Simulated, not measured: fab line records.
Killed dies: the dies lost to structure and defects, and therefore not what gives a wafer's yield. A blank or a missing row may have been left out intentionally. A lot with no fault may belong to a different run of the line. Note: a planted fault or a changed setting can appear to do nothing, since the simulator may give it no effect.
Which tool did it? / flow nand-harc / Sampling: 11 lots, 33 wafers, 6 of 1159 route steps

WHAT THE GAUGES READ, wafer by wafer
NHARC_P_M2_CD_MEAS_09: the cd target is 170 nm. Usual: cd-nm reads 169.7 nm (standard deviation 0.87).
lot=L392; measured=day 6 15:31; on=cd-sem-01; cd-nm (nm)=168.4 169.6 169.5; flag=
lot=L398; measured=day 8 02:06; on=cd-sem-01; cd-nm (nm)=169.3 169.0 168.5; flag=
lot=L400; measured=day 8 11:37; on=cd-sem-01; cd-nm (nm)=166.3 165.6 167.2; flag=OFF
lot=L401; measured=day 8 21:17; on=cd-sem-01; cd-nm (nm)=165.9 165.5 165.7; flag=OFF
lot=L406; measured=day 10 06:19; on=cd-sem-01; cd-nm (nm)=169.7 169.6 170.8; flag=
lot=L407; measured=day 10 09:08; on=cd-sem-01; cd-nm (nm)=169.8 169.9 170.3; flag=
lot=L408; measured=day 10 11:14; on=cd-sem-02; cd-nm (nm)=170.3 169.3 170.7; flag=
lot=L409; measured=day 10 20:31; on=cd-sem-01; cd-nm (nm)=170.1 170.7 169.3; flag=
lot=L411; measured=day 11 00:05; on=cd-sem-03; cd-nm (nm)=170.4 169.1 170.2; flag=
lot=L412; measured=day 11 06:59; on=cd-sem-03; cd-nm (nm)=171.3 170.1 170.6; flag=
lot=L413; measured=day 11 13:43; on=cd-sem-01; cd-nm (nm)=170.7 169.1 170.0; flag=

NHARC_END_SORT_01. Usual: defect-limited-yield 95.1 %, standard deviation 1.6; killed-at-array 29, standard deviation 11; killed-at-other 0.6, standard deviation 1; killed-at-periphery 3.1, standard deviation 2.1; killed-dies 33, standard deviation 11; killed-open 3.1, standard deviation 1.9; killed-short 1.9, standard deviation 1.5; sort_bin_2_pct 1.5 %, standard deviation 0.66; sort_bin_3_pct 0.29 %, standard deviation 0.23; sort_bin_4_pct 3.1 %, standard deviation 0.98; sort-n-pass 644, standard deviation 11; sort-rim-yield-pct 96.9 %, standard deviation 2.3; sort-yield-pct 95.1 %, standard deviation 1.6.
lot=L407; measured=day 23 11:13; on=prober-02; defect-limited-yield (%)=93.1 94.1 92.3; killed-at-array=41 37 44; killed-at-other=0 1 0; killed-at-periphery=6 2 8; killed-dies=47 40 52; killed-open=5 1 1; killed-short=5 1 5; sort_bin_2_pct (%)=1.6 1.8 2.4; sort_bin_3_pct (%)=0.30 0.30 0.59; sort_bin_4_pct (%)=5.0 3.8 4.7; sort-n-pass=630 637 625; sort-rim-yield-pct (%)=93.4 94.3 95.3; sort-yield-pct (%)=93.1 94.1 92.3; flag=
lot=L408; measured=day 23 03:21; on=prober-02; defect-limited-yield (%)=96.5 95.9 94.8; killed-at-array=20 24 32; killed-at-other=0 1 0; killed-at-periphery=4 3 3; killed-dies=24 28 35; killed-open=1 5 3; killed-short=1 0 2; sort_bin_2_pct (%)=1.2 1.8 1.8; sort_bin_3_pct (%)=0.15 0.30 0.74; sort_bin_4_pct (%)=2.2 2.1 2.7; sort-n-pass=653 649 642; sort-rim-yield-pct (%)=95.3 95.3 100.0; sort-yield-pct (%)=96.5 95.9 94.8; flag=
lot=L409; measured=day 24 01:56; on=prober-01; defect-limited-yield (%)=93.8 93.1 92.2; killed-at-array=38 40 49; killed-at-other=2 0 2; killed-at-periphery=2 7 2; killed-dies=42 47 53; killed-open=2 5 2; killed-short=1 1 1; sort_bin_2_pct (%)=2.1 2.2 2.5; sort_bin_3_pct (%)=0.30 0.44 0.44; sort_bin_4_pct (%)=3.8 4.3 4.9; sort-n-pass=635 630 624; sort-rim-yield-pct (%)=93.4 100.0 97.2; sort-yield-pct (%)=93.8 93.1 92.2; flag=
lot=L411; measured=day 24 04:46; on=prober-02; defect-limited-yield (%)=94.7 94.8 94.1; killed-at-array=34 34 39; killed-at-other=0 0 0; killed-at-periphery=2 1 1; killed-dies=36 35 40; killed-open=1 3 2; killed-short=1 1 2; sort_bin_2_pct (%)=1.8 1.6 1.6; sort_bin_3_pct (%)=0.44 0 0.15; sort_bin_4_pct (%)=3.1 3.5 4.1; sort-n-pass=641 642 637; sort-rim-yield-pct (%)=93.4 98.1 93.4; sort-yield-pct (%)=94.7 94.8 94.1; flag=
lot=L412; measured=day 24 20:56; on=prober-01; defect-limited-yield (%)=94.1 93.6 94.2; killed-at-array=35 41 34; killed-at-other=0 1 0; killed-at-periphery=5 1 5; killed-dies=40 43 39; killed-open=3 3 2; killed-short=1 0 4; sort_bin_2_pct (%)=2.2 2.5 2.4; sort_bin_3_pct (%)=0.15 0.15 0.44; sort_bin_4_pct (%)=3.5 3.7 3.0; sort-n-pass=637 634 638; sort-rim-yield-pct (%)=95.3 96.2 98.1; sort-yield-pct (%)=94.1 93.6 94.2; flag=

TOOL THAT RAN EACH LOT (tool first, then ch and the chambers of the sampled wafers, then the start)
lot=L392; NHARC_P_M1_ETCH_35=rie-diel-10 ch 0,2,3, day 6 11:20; NHARC_P_M1_PVD_21=pvd-sputter-01, day 6 14:10 or earlier; NHARC_P_M1_DEP_33=pecvd-01 ch 0,2, day 6 14:10; NHARC_P_M2_PEB_07=litho-track-06 ch 0, day 6 15:26
lot=L398; NHARC_P_M1_ETCH_35=rie-diel-10 ch 0,2,3, day 7 22:13; NHARC_P_M1_PVD_21=pvd-sputter-02, day 8 00:53 or earlier; NHARC_P_M1_DEP_33=pecvd-01 ch 0,2, day 8 00:53; NHARC_P_M2_PEB_07=litho-track-06 ch 0, day 8 02:01
lot=L400; NHARC_P_M1_ETCH_35=rie-diel-09 ch 0,2,3, day 8 07:53; NHARC_P_M1_PVD_21=pvd-sputter-01, day 8 10:31 or earlier; NHARC_P_M1_DEP_33=pecvd-03 ch 1,2, day 8 10:31; NHARC_P_M2_PEB_07=litho-track-06 ch 0, day 8 11:32
lot=L401; NHARC_P_M1_ETCH_35=rie-diel-07 ch 0,1,2, day 8 17:07; NHARC_P_M1_PVD_21=pvd-sputter-01, day 8 20:01 or earlier; NHARC_P_M1_DEP_33=pecvd-03 ch 0,1,2, day 8 20:01; NHARC_P_M2_PEB_07=litho-track-06 ch 0, day 8 21:12
lot=L406; NHARC_P_M1_ETCH_35=rie-diel-10 ch 2,3, day 10 01:45; NHARC_P_M1_PVD_21=pvd-sputter-01, day 10 05:07 or earlier; NHARC_P_M1_DEP_33=pecvd-03 ch 0,1,2, day 10 05:07; NHARC_P_M2_PEB_07=litho-track-04 ch 0, day 10 06:15
lot=L407; NHARC_P_M1_ETCH_35=rie-diel-09 ch 0,1,3, day 10 05:16; NHARC_P_M1_PVD_21=pvd-sputter-01, day 10 07:54 or earlier; NHARC_P_M1_DEP_33=pecvd-01 ch 0,1,2, day 10 07:54; NHARC_P_M2_PEB_07=litho-track-01 ch 0, day 10 09:04
lot=L408; NHARC_P_M1_ETCH_35=rie-diel-07 ch 0,2,3, day 10 07:22; NHARC_P_M1_PVD_21=pvd-sputter-02, day 10 10:02 or earlier; NHARC_P_M1_DEP_33=pecvd-03 ch 1,2, day 10 10:02; NHARC_P_M2_PEB_07=litho-track-01 ch 0, day 10 11:10
lot=L409; NHARC_P_M1_ETCH_35=rie-diel-10 ch 0,1,3, day 10 16:34; NHARC_P_M1_PVD_21=pvd-sputter-01, day 10 19:17 or earlier; NHARC_P_M1_DEP_33=pecvd-04 ch 0,1,2, day 10 19:17; NHARC_P_M2_PEB_07=litho-track-01 ch 0, day 10 20:26
lot=L411; NHARC_P_M1_ETCH_35=rie-diel-10 ch 1,2,3, day 10 19:52; NHARC_P_M1_PVD_21=pvd-sputter-01, day 10 22:53 or earlier; NHARC_P_M1_DEP_33=pecvd-03 ch 0,1, day 10 22:53; NHARC_P_M2_PEB_07=litho-track-01 ch 0, day 11 00:01
lot=L412; NHARC_P_M1_ETCH_35=rie-diel-09 ch 2,3, day 11 03:05; NHARC_P_M1_PVD_21=pvd-sputter-01, day 11 05:52 or earlier; NHARC_P_M1_DEP_33=pecvd-03 ch 0,1, day 11 05:52; NHARC_P_M2_PEB_07=litho-track-04 ch 0, day 11 06:54
lot=L413; NHARC_P_M1_ETCH_35=rie-diel-09 ch 0,1,3, day 11 09:46; NHARC_P_M1_PVD_21=pvd-sputter-01, day 11 12:28 or earlier; NHARC_P_M1_DEP_33=pecvd-04 ch 0,2, day 11 12:28; NHARC_P_M2_PEB_07=litho-track-01 ch 0, day 11 13:38
- NHARC_P_M1_ETCH_35: etches the open film in N2/H2, target depth 40 nm, overetch 12 nm, time 43.94 s.
- NHARC_P_M1_PVD_21: deposits Cu, target thk 30 nm, time 20.49 s.
- NHARC_P_M1_DEP_33: deposits SiCN, target thk 30 nm.
- NHARC_P_M2_PEB_07: peb time 65 s.

WHAT THE TOOLS THEMSELVES READ (means of the sampled wafers that have a number; where no wafer has one, the mark that the record gives instead)
NHARC_P_M1_ETCH_35. Usual: drypump-motor-current-A 5.90 A, standard deviation 0.24; h2-flow-sccm 150.1 sccm, standard deviation 0.48; oes-product-au 1.000 a.u., standard deviation 0.012; rf-vpp-V 429.8 V, standard deviation 2.2; showerhead-plenum-p-Torr 2.01 Torr, standard deviation 0.078; throttle-valve-pct 14.172 %, standard deviation 0.0089.
lot=L392; tool=rie-diel-10; drypump-motor-current-A (A)=5.91; h2-flow-sccm (sccm)=150.2; oes-product-au (a.u.)=0.999; rf-vpp-V (V)=430.2; showerhead-plenum-p-Torr (Torr)=2.02; throttle-valve-pct (%)=14.173; flag=
lot=L398; tool=rie-diel-10; drypump-motor-current-A (A)=5.88; h2-flow-sccm (sccm)=149.8; oes-product-au (a.u.)=1.004; rf-vpp-V (V)=430.8; showerhead-plenum-p-Torr (Torr)=2.02; throttle-valve-pct (%)=14.174; flag=
lot=L400; tool=rie-diel-09; drypump-motor-current-A (A)=6.11; h2-flow-sccm (sccm)=150.4; oes-product-au (a.u.)=0.999; rf-vpp-V (V)=428.2; showerhead-plenum-p-Torr (Torr)=1.97; throttle-valve-pct (%)=14.174; flag=
lot=L401; tool=rie-diel-07; drypump-motor-current-A (A)=5.79; h2-flow-sccm (sccm)=150.0; oes-product-au (a.u.)=0.990; rf-vpp-V (V)=431.7; showerhead-plenum-p-Torr (Torr)=2.08; throttle-valve-pct (%)=14.170; flag=
lot=L406; tool=rie-diel-10; drypump-motor-current-A (A)=5.90; h2-flow-sccm (sccm)=149.8; oes-product-au (a.u.)=1.001; rf-vpp-V (V)=430.2; showerhead-plenum-p-Torr (Torr)=2.06; throttle-valve-pct (%)=14.174; flag=
lot=L407; tool=rie-diel-09; drypump-motor-current-A (A)=5.96; h2-flow-sccm (sccm)=150.5; oes-product-au (a.u.)=1.003; rf-vpp-V (V)=428.6; showerhead-plenum-p-Torr (Torr)=1.99; throttle-valve-pct (%)=14.168; flag=
lot=L408; tool=rie-diel-07; drypump-motor-current-A (A)=5.78; h2-flow-sccm (sccm)=149.9; oes-product-au (a.u.)=0.988; rf-vpp-V (V)=429.9; showerhead-plenum-p-Torr (Torr)=2.05; throttle-valve-pct (%)=14.175; flag=
lot=L409; tool=rie-diel-10; drypump-motor-current-A (A)=5.69; h2-flow-sccm (sccm)=149.9; oes-product-au (a.u.)=0.997; rf-vpp-V (V)=430.1; showerhead-plenum-p-Torr (Torr)=2.01; throttle-valve-pct (%)=14.177; flag=
lot=L411; tool=rie-diel-10; drypump-motor-current-A (A)=5.71; h2-flow-sccm (sccm)=150.2; oes-product-au (a.u.)=0.997; rf-vpp-V (V)=430.6; showerhead-plenum-p-Torr (Torr)=2.04; throttle-valve-pct (%)=14.175; flag=
lot=L412; tool=rie-diel-09; drypump-motor-current-A (A)=6.09; h2-flow-sccm (sccm)=150.4; oes-product-au (a.u.)=1.020; rf-vpp-V (V)=427.1; showerhead-plenum-p-Torr (Torr)=1.93; throttle-valve-pct (%)=14.180; flag=
lot=L413; tool=rie-diel-09; drypump-motor-current-A (A)=5.96; h2-flow-sccm (sccm)=150.3; oes-product-au (a.u.)=1.008; rf-vpp-V (V)=428.9; showerhead-plenum-p-Torr (Torr)=1.99; throttle-valve-pct (%)=14.168; flag=

NHARC_P_M1_PVD_21. Usual: throttle-valve-pct reads 30.3 % (standard deviation 0.71).
lot=L392; tool=pvd-sputter-01; throttle-valve-pct (%)=29.7; flag=
lot=L398; tool=pvd-sputter-02; throttle-valve-pct (%)=30.3; flag=
lot=L400; tool=pvd-sputter-01; throttle-valve-pct (%)=30.0; flag=
lot=L401; tool=pvd-sputter-01; throttle-valve-pct (%)=30.1; flag=
lot=L406; tool=pvd-sputter-01; throttle-valve-pct (%)=30.1; flag=
lot=L407; tool=pvd-sputter-01; throttle-valve-pct (%)=30.2; flag=
lot=L408; tool=pvd-sputter-02; throttle-valve-pct (%)=30.4; flag=
lot=L409; tool=pvd-sputter-01; throttle-valve-pct (%)=30.6; flag=
lot=L411; tool=pvd-sputter-01; throttle-valve-pct (%)=29.9; flag=
lot=L412; tool=pvd-sputter-01; throttle-valve-pct (%)=30.1; flag=
lot=L413; tool=pvd-sputter-01; throttle-valve-pct (%)=29.9; flag=

NHARC_P_M1_DEP_33. Usual: heater-power-w reads 581 W (standard deviation 110).
lot=L392; tool=pecvd-01; heater-power-w (W)=488; flag=
lot=L398; tool=pecvd-01; heater-power-w (W)=564; flag=
lot=L400; tool=pecvd-03; heater-power-w (W)=591; flag=
lot=L401; tool=pecvd-03; heater-power-w (W)=584; flag=
lot=L406; tool=pecvd-03; heater-power-w (W)=546; flag=
lot=L407; tool=pecvd-01; heater-power-w (W)=506; flag=
lot=L408; tool=pecvd-03; heater-power-w (W)=581; flag=
lot=L409; tool=pecvd-04; heater-power-w (W)=615; flag=
lot=L411; tool=pecvd-03; heater-power-w (W)=570; flag=
lot=L412; tool=pecvd-03; heater-power-w (W)=556; flag=
lot=L413; tool=pecvd-04; heater-power-w (W)=557; flag=

NHARC_P_M2_PEB_07. Usual: heater-power-total-W 156.7 W, standard deviation 0.42; resist-line-temp-C 22.99 C, standard deviation 0.095.
lot=L392; tool=litho-track-06; heater-power-total-W (W)=157.1; resist-line-temp-C (C)=22.92; flag=
lot=L398; tool=litho-track-06; heater-power-total-W (W)=156.6; resist-line-temp-C (C)=22.97; flag=
lot=L400; tool=litho-track-06; heater-power-total-W (W)=163.9; resist-line-temp-C (C)=23.03; flag=OFF
lot=L401; tool=litho-track-06; heater-power-total-W (W)=164.4; resist-line-temp-C (C)=22.97; flag=OFF
lot=L406; tool=litho-track-04; heater-power-total-W (W)=156.9; resist-line-temp-C (C)=22.92; flag=
lot=L407; tool=litho-track-01; heater-power-total-W (W)=156.6; resist-line-temp-C (C)=23.02; flag=
lot=L408; tool=litho-track-01; heater-power-total-W (W)=156.3; resist-line-temp-C (C)=23.12; flag=
lot=L409; tool=litho-track-01; heater-power-total-W (W)=156.9; resist-line-temp-C (C)=22.99; flag=
lot=L411; tool=litho-track-01; heater-power-total-W (W)=156.8; resist-line-temp-C (C)=23.08; flag=
lot=L412; tool=litho-track-04; heater-power-total-W (W)=156.8; resist-line-temp-C (C)=23.09; flag=
lot=L413; tool=litho-track-01; heater-power-total-W (W)=156.8; resist-line-temp-C (C)=22.90; flag=

THE ANSWER, worked out from the rows above alone
Rule: a lot counts as off when the mean over its wafers that have a number is more than 3 standard deviations away from the usual mean. Also off: a lot with no number at a reading for which 4 or more lots have one. Where the step has rows for the other lots, those lots are counted as sound. Order of review: gauges by route order, followed by the tools' own readings, for which a lot's mean as printed above is used. At the first step where some lot is off, the reading lying furthest off is the one used; lots without a number count as furthest.
Off at NHARC_P_M2_CD_MEAS_09 (cd-nm): L400, L401.
If a tool, at a process step before that reading, ran all the lots that are off and no sound lot after the first of them, it fits. Not tried: the gauges at NHARC_P_M2_CD_MEAS_09; whatever is off there is also off at NHARC_P_M2_PEB_07, on other tools, and gauge error can't account for it. Because NHARC_P_M1_PVD_21 lacks a start for some lots, the hours and order of its lots are taken from NHARC_P_M1_DEP_33. One fits: NHARC_P_M2_PEB_07 on litho-track-06. Its last sound lot is L398 (day 8 02:01), its first lot that is off L400 (day 8 11:32): a fault that began between those two fits.
On the lots that are off, the tool's own readings at NHARC_P_M2_PEB_07 differ by more than 5 times the standard deviation of the sound lots' means, which bears it out; heater-power-total-W reads 164.2 W there versus 156.8 W on the sound lots.

WHAT HAD BEEN PUT IN BY THE SIMULATOR
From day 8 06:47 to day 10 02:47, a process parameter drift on litho-track-06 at NHARC_P_M2_PEB_07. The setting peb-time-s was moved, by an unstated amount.
Shown lots that were struck: L400, L401. The rule above found the same.
